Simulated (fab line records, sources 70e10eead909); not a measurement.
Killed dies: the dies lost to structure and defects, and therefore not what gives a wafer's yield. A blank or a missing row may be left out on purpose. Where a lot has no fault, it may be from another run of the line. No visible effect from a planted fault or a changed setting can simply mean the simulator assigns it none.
2 desks looking at one fault	flow nand_harc	only its own numbers are on each desk; what lay behind them is given at the end

FROM THE METROLOGY DESK
What the gauges read for every lot (on any tool): the sampled wafers with a number, averaged. If a lot's mean is further than 4 standard deviations from the usual mean, the lot is out of limits and carries the mark OUT (the distance appears in the brackets).
Columns: A = thk_nm at NHARC_A_ONON_D2_THK_MEAS_02, usual 1000 nm
lot	first seen here	A
L197	day 13 00:26	1002
L198	day 13 00:44	993
L200	day 14 03:35	1015
L201	day 14 03:46	994
L202	day 14 03:56	989
L203	day 14 15:46	993
L205	day 15 03:50	1010
L209	day 17 04:47	1074 (+9.0) OUT
L210	day 18 05:28	1075 (+9.1) OUT
L216	day 20 10:29	1006
L219	day 21 06:10	987
L217	day 21 06:10	1003
L218	day 21 12:53	1003
L220	day 22 01:42	999
This desk's finding: out of limits on L209, L210; first on L209, day 17 04:47 (thk_nm at NHARC_A_ONON_D2_THK_MEAS_02). L197, L198, L200, L201, L202, L203, L205, L216, L219, L217, L218, L220 stayed within limits.

DESK OF THE TOOL OWNER: pecvd_onon-04
The tool's own readings at NHARC_A_ONON_D2_DEP_00 (target thk 1000 nm): means of the sampled wafers that have a number, for each lot that ran on this tool. If a lot's mean is further than 4 standard deviations from the usual mean, the lot is out of limits and carries the mark OUT (the distance appears in the brackets).
Columns: A = n2o_flow_sccm at NHARC_A_ONON_D2_DEP_00, usual 1999 sccm
lot	first seen here	A
L203	day 14 15:14	2001
L205	day 15 03:20	2006
L209	day 17 04:16	1998
L210	day 18 04:58	2001
L219	day 21 05:43	2011
L220	day 22 01:11	1998
This desk found nothing out of limits on any of the 6 lots.

TAKEN TOGETHER
An alarm was possible from the metrology desk at day 17 04:47, on L209, L210.
The tool owner's desk saw nothing out of limits.
The tool owner's desk has L209, L210 on record, within its limits.
On pecvd_onon-04, each named lot ran NHARC_A_ONON_D2_DEP_00.

WHAT WAS PUT IN BY THE SIMULATOR
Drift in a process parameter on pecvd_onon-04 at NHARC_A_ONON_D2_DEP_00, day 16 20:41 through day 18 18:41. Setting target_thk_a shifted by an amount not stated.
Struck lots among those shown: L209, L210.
Delay in hours, fault start to first out-of-limits reading, per desk: metrology desk 8.
